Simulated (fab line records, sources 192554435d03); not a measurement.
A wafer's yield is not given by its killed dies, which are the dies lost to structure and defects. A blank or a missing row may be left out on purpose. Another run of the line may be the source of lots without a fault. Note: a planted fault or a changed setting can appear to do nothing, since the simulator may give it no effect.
Which of the tools did it? -- flow n5-finfet -- 9 lots, 27 wafers sampled, at 2 steps of a route of 1938

## WHAT THE GAUGES SHOWED, per wafer
N5_FIN_SAQP_CD_MEAS_31 targets a cd of 8 nm.
lot,measured,on,cd-nm (nm)
L887,day 2 01:25,cd-sem-02,8.42 8.30 8.22
L888,day 2 08:06,cd-sem-01,7.71 7.86 8.30
L889,day 2 13:50,cd-sem-02,7.98 8.63 8.55
L893,day 3 13:28,cd-sem-02,8.08 7.77 8.24
L896,day 4 08:42,cd-sem-01,7.95 7.88 7.69
L899,day 5 04:25,cd-sem-02,8.35 8.25 8.25
L900,day 5 09:46,cd-sem-02,8.42 8.50 7.95
L903,day 6 03:53,cd-sem-02,8.18 7.80 7.97
L904,day 6 08:45,cd-sem-02,8.13 8.00 7.87

## WHAT TOOL EACH LOT RAN ON (gives the tool, then ch and the chambers of the sampled wafers, and finally the start)
lot,N5_FIN_SAQP_MANDREL_ETCH_58
L887,"rie-si-06 ch 1,2, day 2 00:02"
L888,"rie-si-06 ch 0,3, day 2 06:43"
L889,"rie-si-01 ch 0,1, day 2 12:28"
L893,"rie-si-01 ch 2,3, day 3 11:56"
L896,"rie-si-06 ch 0,2,3, day 4 07:01"
L899,"rie-si-06 ch 0,1,2, day 5 01:14"
L900,"rie-si-05 ch 0,1,2, day 5 08:01"
L903,"rie-si-05 ch 0,1,3, day 6 02:21"
L904,"rie-si-05 ch 1,2,3, day 6 07:16"
- N5_FIN_SAQP_MANDREL_ETCH_58: etches a-Si in HBr/Cl2, stops on SiNx, target depth 45 nm, bt time 10 s, time 27 s.

## THE ANSWER, worked out from the rows above alone
Rule: usual is defined by the lots themselves. Put in order of their means at a reading, lots are off if they are a third of the lots or fewer, leave a main group of 4 or more, and stand apart from it by a gap of 3 or more times the standard deviation of the main group's means; of several such gaps the widest counts. A main group is skipped when, at the precision printed for the reading in the tables above, its means are all equal. Also off: a lot with no number at a reading for which 4 or more lots have one. The other lots that the step has rows for count as sound.
No lot is off at any reading shown: from this, nothing can be told.

## WHAT THE SIMULATOR HAD INSERTED
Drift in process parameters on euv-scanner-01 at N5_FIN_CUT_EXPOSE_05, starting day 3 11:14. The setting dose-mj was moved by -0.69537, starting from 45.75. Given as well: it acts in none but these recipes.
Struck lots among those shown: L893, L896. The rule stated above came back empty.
